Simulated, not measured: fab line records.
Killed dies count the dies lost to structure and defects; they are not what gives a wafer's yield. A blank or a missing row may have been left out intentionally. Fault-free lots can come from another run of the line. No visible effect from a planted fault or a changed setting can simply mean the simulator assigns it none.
Code-filled problem report in 8D (eight disciplines) form | flow n5Finfet | the parts of the form that need people (team, actions taken, sign-off) are left out

1. THE ISSUE
At N5_BEOL_M11_PECVD_70, susceptorTempC averages 416.08 C over 6 wafers from 2 lots, while fault-free wafers read 400.00 C, standard deviation 0.23. Measured from the usual mean, that is +70 standard deviations.
The step: deposits SiO2 from TEOS/O2, target thk 20 nm, time 22.7 s.
Earliest sighting: wafer L369.1 on pecvd-02 at day 14 22:45. At this step, 30 wafers from 10 lots have a number in the record. By rule, "out" or "out of limits" means more than 4 standard deviations away from the usual mean. All remaining wafers that have a number are taken as sound.

2. WHAT IT IS, WHAT IT ISN'T
question                    | is                     | is not
which readings at this step | susceptorTempC         | chamberPressureTorr, showerheadPlenumPTorr, throttleValvePct
which lots                  | L369, L374             | L353, L356, L357, L361, L362, L363, L364, L365
which wafers of those lots  | all that have a number | -
read on which tools         | pecvd-02               | pecvd-01, pecvd-03
when                        | from day 14 22:45      | up to then (24 sound wafers)

3. SUSPECTS, AND WHAT RULES EACH OUT
Counting: any tool at a process step up to the reading is kept as a suspect provided that every lot that is out went through it and no sound lot did after the first of them.
- uvCure-01 at N5_BEOL_M10_CURE_72 (cures SiCOH lowk, time 120 s): kept. All lots that are out passed through it, beginning with L369 at day 14 19:10, and no sound lot followed; its final sound lot before that point was L357 at day 11 14:11.
- pecvd-02 at N5_BEOL_M11_PECVD_70 (deposits SiO2 from TEOS/O2, target thk 20 nm, time 22.7 s): kept. All lots that are out passed through it, beginning with L369 at day 14 22:45, and no sound lot followed; its final sound lot before that point was L365 at day 13 19:07. Its own susceptorTempC readings are out on those wafers.
Remaining after the count are uvCure-01 at N5_BEOL_M10_CURE_72 and pecvd-02 at N5_BEOL_M11_PECVD_70.

4. THE CAUSE (what the simulator had put in)
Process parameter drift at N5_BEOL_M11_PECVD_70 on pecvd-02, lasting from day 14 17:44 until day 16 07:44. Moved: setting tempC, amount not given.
Counting left 2 suspects, and this tool is among them.

5. SEQUENCE OF EFFECTS, ordered by route
Rows list readings where the struck wafers' mean (over those with a number) sits beyond 3 standard deviations from the usual. Only readings whose record carries a usual standard deviation are examined. hours: median over the lots of the time between each lot's start at the first step of this table that gives one and its start at this step. sigmas: the change, counted in usual standard deviations.
hours | step                 | reading        | usual    | on struck wafers | change | sigmas
0     | N5_BEOL_M11_PECVD_70 | susceptorTempC | 400.00 C | 416.08           | +16.08 | +70
Its process steps:
- N5_BEOL_M11_PECVD_70: deposits SiO2 from TEOS/O2, target thk 20 nm, time 22.7 s.
Later steps that measure or inspect, where all struck wafers having a row at the step show a number for every such reading and not one has moved that far: N5_BEOL_M11_CD_MEAS_11.

6. HOW IT WOULD HAVE BEEN CAUGHT EARLIER
In this record no reading fell out of limits until day 14 22:45, 5 hours after the fault had begun at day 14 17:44.
